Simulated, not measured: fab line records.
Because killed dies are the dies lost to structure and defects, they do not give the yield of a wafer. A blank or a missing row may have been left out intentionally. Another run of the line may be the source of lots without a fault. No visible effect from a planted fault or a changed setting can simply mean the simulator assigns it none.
Code-filled problem report in 8D (eight disciplines) form || flow n5 finfet || the parts of the form that need people (team, actions taken, sign-off) are left out

== 1. THE ISSUE ==
Mean of bias w at N5_MIM_BOT_ETCH_ETCH_00: 142.2 W across 3 wafers in 2 lots; on wafers with no fault it is 126.0 W (standard deviation 0.4). That puts it +40 standard deviations away from the usual mean.
The step: etches TiN in Cl2/BCl3, target depth 45.5 nm.
First observed at day 15 11:44: wafer L953.6, on rie metal-01. The record has a number at this step for 33 wafers belonging to 11 lots. The rule behind "out" and "out of limits": a value lying over 4 standard deviations away from the usual mean. All remaining wafers that have a number are taken as sound.

== 2. WHAT IT IS AND WHAT IT IS NOT ==
{"question": "which readings at this step", "is": "bias w", "is not": "bcl3 flow sccm, drypump motor current A, oes product au, rf fwd power W, throttle valve pct"}
{"question": "which lots", "is": "L953, L954", "is not": "L941, L944, L946, L951, L957, L958, L961, L962, L964"}
{"question": "which wafers of those lots", "is": "L953.6, L954.1, L954.5", "is not": "L953.1, L953.4, L954.4"}
{"question": "read on which tools", "is": "rie metal-01", "is not": "rie metal-02, rie metal-03"}
{"question": "when", "is": "from day 15 11:44", "is not": "up to then (14 sound wafers); but 16 sound wafers of L954, L957, L958, L961, L962, L964 came after"}

== 3. WHAT RULES OUT EACH SUSPECT ==
Counting: if a tool at a process step up to the reading ran every lot that is out, it stays a suspect. Sound lots after the first of them don't rule it out here, since some wafers of a struck lot are sound.
- rie metal-01 at N5_MIM_BOT_ETCH_ETCH_03 (etches the open film in Cl2/BCl3, target depth 12 nm): kept. It processed each lot that is out (first: L953, day 15 11:38); up to then, its last sound lot is L946 (day 14 04:40).
- rie metal-01 at N5_MIM_BOT_ETCH_ETCH_00 (etches TiN in Cl2/BCl3, target depth 45.5 nm): kept. It processed each lot that is out (first: L953, day 15 11:44); up to then, its last sound lot is L946 (day 14 04:45). Out on those wafers are its own readings of bias w.
- The sound lot-mates ran in chamber 0 of rie metal-01 at N5_MIM_BOT_ETCH_ETCH_03, but the wafers that are out ran in chamber 1.
- The sound lot-mates ran in chamber 0 of rie metal-01 at N5_MIM_BOT_ETCH_ETCH_00, but the wafers that are out ran in chamber 1.
Left after counting: rie metal-01 at N5_MIM_BOT_ETCH_ETCH_03, rie metal-01 at N5_MIM_BOT_ETCH_ETCH_00.

== 4. THE CAUSE (what the simulator had put in) ==
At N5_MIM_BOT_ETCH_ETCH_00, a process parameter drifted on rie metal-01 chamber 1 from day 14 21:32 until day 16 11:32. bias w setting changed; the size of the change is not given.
Of the 2 suspects that counting leaves, this tool is one.

== 5. THE EFFECT CHAIN, in route order ==
One row per reading whose mean, taken over the struck wafers that have a number, lies over 3 standard deviations from the usual. Readings are gone through only where the record gives a usual standard deviation; hours: the median, over the lots, of the time from a lot's start at the first step in this table giving one to that lot's start at this step; sigmas: the change measured in usual standard deviations.
{"hours": 0, "step": "N5_MIM_BOT_ETCH_ETCH_00", "reading": "bias w", "usual": "126.0 W", "on struck wafers": 142.2, "change": "+16.2", "sigmas": "+40"}
Here are the process steps it includes:
- N5_MIM_BOT_ETCH_ETCH_00: etches TiN in Cl2/BCl3, target depth 45.5 nm.
Later steps that measure or inspect, where all struck wafers having a row at the step show a number for every such reading and not one has moved that far: N5_PASSIVATION_CD_MEAS_10.

== 6. WHAT WOULD HAVE CAUGHT IT SOONER ==
First out-of-limits reading in this record: day 15 11:44, which is 14 hours after fault onset at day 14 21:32.
